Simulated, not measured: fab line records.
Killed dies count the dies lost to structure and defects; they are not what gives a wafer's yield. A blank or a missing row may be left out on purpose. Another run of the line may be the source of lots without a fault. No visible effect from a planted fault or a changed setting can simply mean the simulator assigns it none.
Problem report, 8D (eight disciplines) form, completed by code || flow nand harc || the parts of the form that need people (team, actions taken, sign-off) are left out

== 1. THE PROBLEM ==
Wafers without a fault read 28, standard deviation 11; killed at array at NHARC_END_SORT_01 reads a mean of 288 on 2 wafers belonging to 2 lots. Relative to the usual mean, that is a shift of +24 standard deviations.
Earliest sighting: wafer L120.6 on prober-02 at day 21 17:16. The record holds 6 wafers of 2 lots with a number at this step. Rule for "out" (also "out of limits"): further than 4 standard deviations from the usual mean. The rest of the wafers with a number are treated as sound.

== 2. WHAT IT IS, AND WHAT IT ISN'T ==
{"question": "which readings at this step", "is": "killed at array, killed dies", "is not": "killed at other, killed at periphery, killed open, killed short"}
{"question": "which lots", "is": "L120, L121", "is not": "-"}
{"question": "which wafers of those lots", "is": "L120.6, L121.6", "is not": "L120.1, L120.4, L121.2, L121.4"}
{"question": "read on which gauges", "is": "prober-01, prober-02", "is not": "-"}
{"question": "when", "is": "from day 21 17:16", "is not": "up to then (2 sound wafers); but 2 sound wafers of L121 came after"}

== 3. SUSPECTS, AND WHAT RULES EACH OUT ==
Counting: any tool at a process step up to the reading remains a suspect provided it ran every lot that is out. Sound lots after the first of them don't rule it out here, since some wafers of a struck lot are sound.
- the gauge at NHARC_END_SORT_01 is ruled out. 2 gauges (prober-01, prober-02) read the wafers that are out.
- rie metal-01 at NHARC_A_WL_FILL_ETCHBACK_04 (etches the open film in NF3, target depth 60 nm, time 120 s): kept. It ran every lot that is out, first L120 (day 17 15:35). Its own readings are out on those wafers: run length s.
Remaining after the count: rie metal-01 at NHARC_A_WL_FILL_ETCHBACK_04.

== 4. THE CAUSE (what the simulator had put in) ==
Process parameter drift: rie metal-01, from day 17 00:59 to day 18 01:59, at NHARC_A_WL_FILL_ETCHBACK_04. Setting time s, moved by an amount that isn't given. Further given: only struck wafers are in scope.
After counting, this tool was the only one left.

== 5. SEQUENCE OF EFFECTS, ordered by route ==
One row per reading whose mean, taken over the struck wafers that have a number, lies over 3 standard deviations from the usual. Only readings whose record carries a usual standard deviation are examined. hours: median over the lots of the time between each lot's start at the first step of this table that gives one and its start at this step. sigmas: the change, counted in usual standard deviations.
{"hours": 0, "step": "NHARC_A_WL_FILL_ETCHBACK_04", "reading": "run length s", "usual": "141.1 s", "on struck wafers": 101.9, "change": -39.2, "sigmas": "-99 or more"}
{"hours": 106, "step": "NHARC_END_SORT_01", "reading": "killed at array", "usual": 28, "on struck wafers": 288, "change": "+260", "sigmas": "+24"}
{"hours": 106, "step": "NHARC_END_SORT_01", "reading": "killed dies", "usual": 32, "on struck wafers": 290, "change": "+258", "sigmas": "+22"}
Process steps it contains:
- NHARC_A_WL_FILL_ETCHBACK_04: etches the open film in NF3, target depth 60 nm, time 120 s.

== 6. HOW IT WOULD HAVE BEEN CAUGHT EARLIER ==
112 hours passed between the start of the fault at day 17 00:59 and the first reading out of limits at a measuring or inspecting step in this record, taken at day 21 17:16.
Tool's own readings at NHARC_A_WL_FILL_ETCHBACK_04, run length s: out on all struck wafers the step has rows for; an alarm limit on them would have tripped on the first.
By day 21 17:16, every lot that is out (2) had started NHARC_A_WL_FILL_ETCHBACK_04 on rie metal-01. Holding the tool at that point would not have protected any of them.
